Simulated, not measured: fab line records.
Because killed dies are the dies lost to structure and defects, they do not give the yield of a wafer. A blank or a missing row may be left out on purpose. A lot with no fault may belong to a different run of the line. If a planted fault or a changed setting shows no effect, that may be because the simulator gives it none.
Chamber matching / flow n5Finfet / 4 sister chambers for N5_FIN_SAQP_MANDREL_ETCH_22 on rieSi-05
The step etches a-Si in HBr/Cl2, stops on SiNx, target depth 60 nm, bt time 10 s, time 30 s. 27 wafers are shown with their chamber, then 12 later ones without.

WAFERS PAIRED WITH THEIR CHAMBERS
wafer=L074.1; chamber=1; throttleValvePct (%)=35.43; drypumpMotorCurrentA (A)=6.5; oesProductAu (a.u.)=0.760
wafer=L074.4; chamber=3; throttleValvePct (%)=34.98; drypumpMotorCurrentA (A)=5.6; oesProductAu (a.u.)=0.760
wafer=L074.5; chamber=2; throttleValvePct (%)=35.04; drypumpMotorCurrentA (A)=5.3; oesProductAu (a.u.)=0.791
wafer=L075.4; chamber=2; throttleValvePct (%)=35.07; drypumpMotorCurrentA (A)=5.3; oesProductAu (a.u.)=0.783
wafer=L075.5; chamber=3; throttleValvePct (%)=34.97; drypumpMotorCurrentA (A)=5.6; oesProductAu (a.u.)=0.762
wafer=L075.6; chamber=0; throttleValvePct (%)=35.03; drypumpMotorCurrentA (A)=5.7; oesProductAu (a.u.)=0.789
wafer=L076.2; chamber=0; throttleValvePct (%)=35.06; drypumpMotorCurrentA (A)=5.7; oesProductAu (a.u.)=0.777
wafer=L076.3; chamber=3; throttleValvePct (%)=35.00; drypumpMotorCurrentA (A)=5.6; oesProductAu (a.u.)=0.755
wafer=L076.4; chamber=2; throttleValvePct (%)=35.04; drypumpMotorCurrentA (A)=5.2; oesProductAu (a.u.)=0.795
wafer=L077.1; chamber=2; throttleValvePct (%)=35.07; drypumpMotorCurrentA (A)=5.3; oesProductAu (a.u.)=0.780
wafer=L077.2; chamber=3; throttleValvePct (%)=34.97; drypumpMotorCurrentA (A)=5.6; oesProductAu (a.u.)=0.759
wafer=L077.4; chamber=0; throttleValvePct (%)=35.03; drypumpMotorCurrentA (A)=5.8; oesProductAu (a.u.)=0.778
wafer=L078.1; chamber=3; throttleValvePct (%)=35.00; drypumpMotorCurrentA (A)=5.6; oesProductAu (a.u.)=0.755
wafer=L078.4; chamber=2; throttleValvePct (%)=35.08; drypumpMotorCurrentA (A)=5.2; oesProductAu (a.u.)=0.786
wafer=L078.6; chamber=1; throttleValvePct (%)=35.42; drypumpMotorCurrentA (A)=6.4; oesProductAu (a.u.)=0.758
wafer=L085.2; chamber=0; throttleValvePct (%)=35.03; drypumpMotorCurrentA (A)=5.7; oesProductAu (a.u.)=0.763
wafer=L085.5; chamber=3; throttleValvePct (%)=34.96; drypumpMotorCurrentA (A)=5.6; oesProductAu (a.u.)=0.754
wafer=L085.6; chamber=0; throttleValvePct (%)=35.03; drypumpMotorCurrentA (A)=5.7; oesProductAu (a.u.)=0.767
wafer=L086.1; chamber=2; throttleValvePct (%)=35.08; drypumpMotorCurrentA (A)=5.3; oesProductAu (a.u.)=0.780
wafer=L086.3; chamber=3; throttleValvePct (%)=34.97; drypumpMotorCurrentA (A)=5.6; oesProductAu (a.u.)=0.755
wafer=L086.5; chamber=3; throttleValvePct (%)=34.99; drypumpMotorCurrentA (A)=5.6; oesProductAu (a.u.)=0.752
wafer=L088.1; chamber=3; throttleValvePct (%)=34.97; drypumpMotorCurrentA (A)=5.6; oesProductAu (a.u.)=0.750
wafer=L088.3; chamber=0; throttleValvePct (%)=35.03; drypumpMotorCurrentA (A)=5.7; oesProductAu (a.u.)=0.773
wafer=L088.4; chamber=2; throttleValvePct (%)=35.06; drypumpMotorCurrentA (A)=5.3; oesProductAu (a.u.)=0.775
wafer=L089.1; chamber=3; throttleValvePct (%)=34.99; drypumpMotorCurrentA (A)=5.6; oesProductAu (a.u.)=0.749
wafer=L089.4; chamber=1; throttleValvePct (%)=35.43; drypumpMotorCurrentA (A)=6.5; oesProductAu (a.u.)=0.771
wafer=L089.5; chamber=0; throttleValvePct (%)=35.05; drypumpMotorCurrentA (A)=5.7; oesProductAu (a.u.)=0.763

SIGNATURES (means of the wafers above)
reading=throttleValvePct; chamber 0=35.0371; chamber 1=35.4267; chamber 2=35.0629; chamber 3=34.9800; scatter within a chamber=0.0141
reading=drypumpMotorCurrentA; chamber 0=5.714; chamber 1=6.467; chamber 2=5.271; chamber 3=5.600; scatter within a chamber=0.0358
reading=oesProductAu; chamber 0=0.77286; chamber 1=0.76300; chamber 2=0.78429; chamber 3=0.75510; scatter within a chamber=0.00685
Rule: distance of a wafer from a chamber = root of the sum over the readings of ((wafer's reading minus chamber's mean) / reading's scatter) squared. The wafer belongs to the nearest chamber; if the next one is less than 2 further off, it can't be placed. The scatter is the square root of a quotient: the sum, over the shown wafers, of each reading's squared deviation from its chamber's mean, divided by wafers minus chambers.

WAFERS WITHOUT THEIR CHAMBER
wafer=L090.2; throttleValvePct (%)=35.06; drypumpMotorCurrentA (A)=5.7; oesProductAu (a.u.)=0.758
wafer=L090.3; throttleValvePct (%)=35.43; drypumpMotorCurrentA (A)=6.4; oesProductAu (a.u.)=0.759
wafer=L090.5; throttleValvePct (%)=35.41; drypumpMotorCurrentA (A)=6.4; oesProductAu (a.u.)=0.772
wafer=L091.2; throttleValvePct (%)=35.44; drypumpMotorCurrentA (A)=6.4; oesProductAu (a.u.)=0.755
wafer=L091.3; throttleValvePct (%)=35.03; drypumpMotorCurrentA (A)=5.7; oesProductAu (a.u.)=0.761
wafer=L091.6; throttleValvePct (%)=35.42; drypumpMotorCurrentA (A)=6.5; oesProductAu (a.u.)=0.769
wafer=L095.2; throttleValvePct (%)=35.05; drypumpMotorCurrentA (A)=5.7; oesProductAu (a.u.)=0.774
wafer=L095.3; throttleValvePct (%)=35.07; drypumpMotorCurrentA (A)=5.2; oesProductAu (a.u.)=0.783
wafer=L095.4; throttleValvePct (%)=35.41; drypumpMotorCurrentA (A)=6.5; oesProductAu (a.u.)=0.775
wafer=L096.2; throttleValvePct (%)=34.97; drypumpMotorCurrentA (A)=5.6; oesProductAu (a.u.)=0.754
wafer=L096.4; throttleValvePct (%)=35.03; drypumpMotorCurrentA (A)=5.7; oesProductAu (a.u.)=0.772
wafer=L096.6; throttleValvePct (%)=34.99; drypumpMotorCurrentA (A)=5.6; oesProductAu (a.u.)=0.759

CHAMBER TAKEN BY EACH
wafer=L090.2; from the rows above=0; in truth=0
wafer=L090.3; from the rows above=1; in truth=1
wafer=L090.5; from the rows above=1; in truth=1
wafer=L091.2; from the rows above=1; in truth=1
wafer=L091.3; from the rows above=0; in truth=0
wafer=L091.6; from the rows above=1; in truth=1
wafer=L095.2; from the rows above=0; in truth=0
wafer=L095.3; from the rows above=2; in truth=2
wafer=L095.4; from the rows above=1; in truth=1
wafer=L096.2; from the rows above=3; in truth=3
wafer=L096.4; from the rows above=0; in truth=0
wafer=L096.6; from the rows above=3; in truth=3
Placed correctly: 12 of 12. Can't be placed from these rows: 0. Wrongly placed: 0.
